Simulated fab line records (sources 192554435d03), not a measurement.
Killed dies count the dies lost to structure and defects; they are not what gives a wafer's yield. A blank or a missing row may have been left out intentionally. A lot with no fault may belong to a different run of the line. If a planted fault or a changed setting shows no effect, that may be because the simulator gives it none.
Split-lot experiment | flow n5_finfet | route with 1938 steps; 7 lots, 39 wafers read

== SPLIT DETAILS ==
At N5_DUMMY_GATE_CVD_03 (deposits a-Si from SiH4, target thk 150 nm, time 8042 s), the setting target_thk_a was moved away from the recipe's 1500 angstrom on 30 of the 39 wafers read, by -13.1% to +10.9%. All remaining wafers had this setting at the recipe value.

The reading comes from the split's own step.

== THE READING ==
a-Si_of_DUMMY_GATE_CVD_03.thk_nm (the simulator's own value, which no gauge read), in nm, at N5_DUMMY_GATE_CVD_03 (deposits a-Si from SiH4, target thk 150 nm, time 8042 s). The file does not state a usual value for it. Across the 9 wafers here that went through the recipe, the average is 150.1 nm and the standard deviation 0.65 nm.

wafer  | tool, chamber at the split | target_thk_a as run, angstrom | against the recipe | a-Si_of_DUMMY_GATE_CVD_03.thk_nm, nm | against lot-mates on the recipe
L078.1 | -, -                       | 1634                          | +8.9%              | 165.4                                | no lot-mate on the recipe
L078.2 | -, -                       | 1634                          | +8.9%              | 164.6                                | no lot-mate on the recipe
L078.3 | -, -                       | 1634                          | +8.9%              | 164.6                                | no lot-mate on the recipe
L078.6 | -, -                       | 1634                          | +8.9%              | 164.6                                | no lot-mate on the recipe
L078.4 | -, -                       | 1634                          | +8.9%              | 164.4                                | no lot-mate on the recipe
L078.5 | -, -                       | 1634                          | +8.9%              | 165.6                                | no lot-mate on the recipe
L080.1 | -, -                       | 1303                          | -13.1%             | 127.2                                | no lot-mate on the recipe
L080.2 | -, -                       | 1303                          | -13.1%             | 128.2                                | no lot-mate on the recipe
L080.3 | -, -                       | 1303                          | -13.1%             | 127.4                                | no lot-mate on the recipe
L080.4 | -, -                       | 1303                          | -13.1%             | 128.8                                | no lot-mate on the recipe
L080.5 | -, -                       | 1303                          | -13.1%             | 128                                  | no lot-mate on the recipe
L080.6 | -, -                       | 1303                          | -13.1%             | 127                                  | no lot-mate on the recipe
L084.1 | -, -                       | 1664                          | +10.9%             | 168.6                                | no lot-mate on the recipe
L084.2 | -, -                       | 1664                          | +10.9%             | 169.2                                | no lot-mate on the recipe
L084.4 | -, -                       | 1664                          | +10.9%             | 169.2                                | no lot-mate on the recipe
L084.3 | -, -                       | 1664                          | +10.9%             | 168.8                                | no lot-mate on the recipe
L084.5 | -, -                       | 1664                          | +10.9%             | 170                                  | no lot-mate on the recipe
L084.6 | -, -                       | 1664                          | +10.9%             | 167.2                                | no lot-mate on the recipe
L085.1 | -, -                       | 1337                          | -10.9%             | 135.4                                | no lot-mate on the recipe
L085.3 | -, -                       | 1337                          | -10.9%             | 135.4                                | no lot-mate on the recipe
L085.2 | -, -                       | 1337                          | -10.9%             | 134.6                                | no lot-mate on the recipe
L085.4 | -, -                       | 1337                          | -10.9%             | 134.8                                | no lot-mate on the recipe
L085.5 | -, -                       | 1337                          | -10.9%             | 135                                  | no lot-mate on the recipe
L085.6 | -, -                       | 1337                          | -10.9%             | 133.4                                | no lot-mate on the recipe
L091.2 | lpcvd-02, 1/70             | 1500                          | recipe             | 150.4                                | -
L091.3 | lpcvd-02, 1/75             | 1500                          | recipe             | 151                                  | -
L091.6 | lpcvd-02, 1/89             | 1500                          | recipe             | 150.8                                | -
L095.1 | -, -                       | 1642                          | +9.5%              | 160.4                                | no lot-mate on the recipe
L095.4 | -, -                       | 1642                          | +9.5%              | 160.4                                | no lot-mate on the recipe
L095.2 | -, -                       | 1642                          | +9.5%              | 160                                  | no lot-mate on the recipe
L095.3 | -, -                       | 1642                          | +9.5%              | 160                                  | no lot-mate on the recipe
L095.5 | -, -                       | 1642                          | +9.5%              | 161.2                                | no lot-mate on the recipe
L095.6 | -, -                       | 1642                          | +9.5%              | 162                                  | no lot-mate on the recipe
L096.1 | -, -                       | 1500                          | recipe             | 150.4                                | -
L096.2 | -, -                       | 1500                          | recipe             | 149.8                                | -
L096.3 | -, -                       | 1500                          | recipe             | 149.6                                | -
L096.5 | -, -                       | 1500                          | recipe             | 149.6                                | -
L096.4 | -, -                       | 1500                          | recipe             | 150.2                                | -
L096.6 | -, -                       | 1500                          | recipe             | 148.8                                | -

FIT RESULTS
A straight line over all 39 wafers: a-Si_of_DUMMY_GATE_CVD_03.thk_nm changes by +1.55 nm for each +1% of target_thk_a; r = +0.99; the points scatter about the line by 2.2 nm.
Too few moved wafers with a lot-mate on the recipe to fit a line net of each lot's own level.

== FILE'S OWN FIT ==
a-Si_of_DUMMY_GATE_CVD_03.thk_nm changes by +1.55 nm for each +1% of target_thk_a, r = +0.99.
